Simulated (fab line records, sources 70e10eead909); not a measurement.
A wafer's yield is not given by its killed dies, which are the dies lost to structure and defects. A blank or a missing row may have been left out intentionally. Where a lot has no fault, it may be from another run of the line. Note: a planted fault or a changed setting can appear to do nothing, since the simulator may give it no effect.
Which tool is to blame?	flow nand-harc	Sampling: 10 lots, 30 wafers, 3 of 1302 route steps

== WHAT EACH GAUGE READ, for each wafer ==
NHARC_A_CHANNEL_HOLE_D2_INSPECT_40.
lot	measured	on	raw-defect-count
L360	day 13 20:41	defect-inspect-01	246 291 328
L362	day 14 14:57	defect-inspect-02	233 213 146
L361	day 14 19:07	defect-inspect-01	517 211 330
L364	day 16 05:00	defect-inspect-01	252 253 275
L366	day 17 03:34	defect-inspect-02	149 332 232
L372	day 19 14:20	defect-inspect-01	1207 1310 1063
L374	day 19 18:21	defect-inspect-02	954 983 872
L377	day 21 11:45	defect-inspect-02	173 217 211
L380	day 22 07:50	defect-inspect-02	375 247 316
L381	day 23 08:24	defect-inspect-01	203 272 146

== WHICH TOOL RAN EACH LOT (tool, then ch and the chambers of the sampled wafers, then the start) ==
lot	NHARC_A_CHANNEL_HOLE_D2_ETCH_39	NHARC_A_CHANNEL_HOLE_D2_ETCH_44
L360	rie-diel-13 ch 0,2, day 13 13:59	rie-diel-13 ch 0,1,2, day 13 19:43
L362	rie-diel-13 ch 0,1, day 14 08:14	rie-diel-13 ch 0,2,3, day 14 13:59
L361	rie-diel-03 ch 0,1,2, day 14 08:26	rie-diel-13 ch 0,1,2, day 14 18:08
L364	rie-diel-04 ch 0,2, day 15 16:24	rie-diel-13 ch 0,1,2, day 16 04:01
L366	rie-diel-13 ch 0,1,3, day 16 17:05	rie-diel-13 ch 0,2,3, day 17 02:37
L372	rie-diel-13 ch 0,2, day 19 07:30	rie-diel-03 ch 0,1,2, day 19 13:14
L374	rie-diel-13 ch 0,1,3, day 19 09:49	rie-diel-04 ch 2,3, day 19 17:22
L377	rie-diel-03 ch 1,2,3, day 21 02:26	rie-diel-04 ch 0,1,2, day 21 10:46
L380	rie-diel-04 ch 0,2, day 22 01:08	rie-diel-13 ch 0,2, day 22 06:52
L381	rie-diel-13 ch 1,2,3, day 23 01:41	rie-diel-13 ch 1,2,3, day 23 07:25
- NHARC_A_CHANNEL_HOLE_D2_ETCH_39: etches the open film in N2/H2, target depth 260 nm, time 325 s.
- NHARC_A_CHANNEL_HOLE_D2_ETCH_44: etches the open film in CF4/O2, target depth 140 nm, overetch 14 nm, time 77 s.

== THE ANSWER, worked out from the rows above alone ==
Rule: what is usual is taken from the lots themselves. Put in order of their means at a reading, lots are off if they are a third of the lots or fewer, leave a main group of 4 or more, and stand apart from it by a gap of 3 or more times the standard deviation of the main group's means; of several such gaps the widest counts. A main group is skipped when, at the precision printed for the reading in the tables above, its means are all equal. A lot without any number at a reading at which 4 lots or more have one is off too. All remaining lots with rows at the step are treated as sound.
Off, at NHARC_A_CHANNEL_HOLE_D2_INSPECT_40 on raw-defect-count: L372, L374. The main group has a mean of 257 with a standard deviation of 53.
A tool fits if, at a process step before that reading, it ran every lot that is off, and no sound lot after the first of them. Gauges at NHARC_A_CHANNEL_HOLE_D2_INSPECT_40: tried the same way as those tools. Of those tried, none fits.

== WHAT HAD BEEN PUT IN BY THE SIMULATOR ==
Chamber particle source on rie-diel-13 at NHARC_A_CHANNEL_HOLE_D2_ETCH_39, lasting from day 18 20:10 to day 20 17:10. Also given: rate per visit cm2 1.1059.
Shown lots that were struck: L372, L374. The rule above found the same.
